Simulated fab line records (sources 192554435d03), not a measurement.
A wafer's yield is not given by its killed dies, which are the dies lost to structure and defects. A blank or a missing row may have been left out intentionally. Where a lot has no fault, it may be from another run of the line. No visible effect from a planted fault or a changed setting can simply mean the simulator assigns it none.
A lot that was struck, set against a sound lot / flow n5Finfet / 35 out of 1938 route steps
Sound: wafers L938.3, L938.4, L938.5. Struck: wafers L947.3, L947.5. (L947.2 of the same lot was not struck and is left out.) The cause comes at the end.
Each step with rows lists, per side, the tool, then ch with its chambers, then its first start. Under that, the readings that differ: sound wafers / struck wafers / difference of the means / sigmas: that difference in standard deviations of wafers without a fault.
alike: readings with means less than 2 such deviations apart, plus words and numbers identical on both sides. not compared: withheld readings, readings lacking a value on some wafer, bounds such as >300 that could conceal the same value, and numbers that have no deviation in the record and whose values overlap.
Wherever a step has rows on one side only, a row that says differs or no value, or a row with sigmas, the two part there. When numbers do not overlap yet have no deviation, they are printed without sigmas and do not part them. A reading that every wafer of one side lacks parts them only if that side has two wafers or more.

first, 8 steps without rows for these wafers: N5_BEOL_M4_SPUTTER_96 (material Cu, target thk 4.5 nm, time 8.29 s); N5_BEOL_M4_ECD_50 (material Cu, target thk 300 nm); N5_BEOL_M4_ANNEAL_51 (time 90 s); N5_BEOL_M4_CMP_52 (polishes, stops on SiOC, t overpolish 6.8 s, target thk 40 nm); N5_BEOL_M4_PRE_CLEAN_60 (time 15 s); N5_BEOL_M4_CO_CAP_55 (material Co, precursor CCTBA/H2, target thk 2 nm, time 102.1 s); N5_BEOL_M4_PRE_CLEAN_56 (time 15 s); N5_BEOL_M4_DEP_57 (deposits SiCN from 3MS/NH3, target thk 8 nm, time 14 s).
N5_BEOL_M5_ILD_DEP_00: deposits SiCOH lowk from DEMS/porogen, target thk 140.64 nm, time 25.9 s.
  sound on pecvd-02 ch 1,2, day 9 05:32; struck on pecvd-02 ch 2, day 11 16:12
reading=susceptorTempC (C); sound=299.92 300.13 299.87; struck=307.57 307.44; difference=+7.53; sigmas=+42
reading=model.SiCOH_lowk_of_BEOL_M5_ILD_DEP_00.thkNm (nm); sound=140.6 143.4 143.2; struck=135.4 138; difference=-5.7; sigmas=
  alike: heaterPowerW, showerheadPlenumPTorr, throttleValvePct
  not compared: sinceWetCleanH
then, 1 step without rows for these wafers: N5_BEOL_M5_CURE_79 (cures SiCOH lowk, time 240 s).
N5_BEOL_M5_THK_MEAS_01:
  sound on filmMetro-02 at day 9 06:07; struck on filmMetro-01 at day 11 17:03
reading=M5_ILD_THK (nm); sound=121.0 123.6 123.2; struck=116.4 118.6; difference=-5.1; sigmas=-4
then, 23 steps without rows for these wafers: N5_BEOL_M5_PECVD_70 (deposits SiO2 from TEOS/O2, target thk 16 nm, time 18 s); N5_BEOL_M5_HM_DEP_02 (deposits TiN, target thk 20 nm); N5_BEOL_M5_COAT_59 (time 60 s, resist thk 60 nm); N5_BEOL_M5_COAT_60 (time 60 s, resist thk 12 nm); N5_BEOL_M5_COAT_71 (time 60 s, resist thk 5 nm); N5_BEOL_M5_COAT_05 (resist thk 30 nm); N5_BEOL_M5_EBR_07; N5_BEOL_M5_SOFTBAKE_06 (time 60 s); N5_BEOL_M5_EXPOSE_08 (exposes mask M5, target cd 28 nm); N5_BEOL_M5_PEB_09 (peb time 60 s); N5_BEOL_M5_DEVELOP_10 (develop time 30 s); N5_BEOL_M5_DESCUM_16 (chemistry O2, time 7 s); N5_BEOL_M5_ETCH_72 (etches underlayer in N2/H2, target depth 6.5 nm, time 5.2 s); N5_BEOL_M5_ETCH_61 (etches SiARC in CF4, target depth 15.6 nm, time 26 s); N5_BEOL_M5_ETCH_62 (etches SOC in N2/H2, target depth 75 nm, overetch 15 nm, time 112.5 s); N5_BEOL_M5_STRIP_63 (strips in N2/H2); N5_BEOL_M5_STRIP_73 (strips in N2/H2); N5_BEOL_M5_STRIP_64 (strips in CF4); N5_BEOL_M5_HM_OPEN_17 (chemistry Cl2/BCl3, target TiN, target depth 20 nm, overetch 6 nm); N5_BEOL_M5_STRIP_19 (strips in O2); N5_BEOL_M5_COAT_65 (time 60 s, resist thk 60 nm); N5_BEOL_M5_COAT_66 (time 60 s, resist thk 12 nm); N5_BEOL_M5_COAT_74 (time 60 s, resist thk 5 nm).
N5_BEOL_M5_CMP_52: polishes, stops on SiCOH lowk, t overpolish 6.9 s, target thk 62 nm.
  sound on cmp-01 ch 0,2, day 9 14:23; struck on cmp-03 ch 1,3, day 12 03:40
reading=model.SiCOH_lowk_of_BEOL_M5_ILD_DEP_00.thkNm (nm); sound=118 120.4 120.2; struck=113.4 115.6; difference=-5.0; sigmas=
  alike: barrierFieldEndpointS, motorCurrentA, overpolishRunS, platenRpm, timeToEndpointS

WHERE THEY PART
Earliest at N5_BEOL_M5_ILD_DEP_00; latest, in this record, at N5_BEOL_M5_THK_MEAS_01. Later steps at which nothing parts them and some readings are alike: N5_BEOL_M5_CMP_52.

WHY: the cause the simulator had injected
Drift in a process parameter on pecvd-02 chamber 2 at N5_BEOL_M5_ILD_DEP_00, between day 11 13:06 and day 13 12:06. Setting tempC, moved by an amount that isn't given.
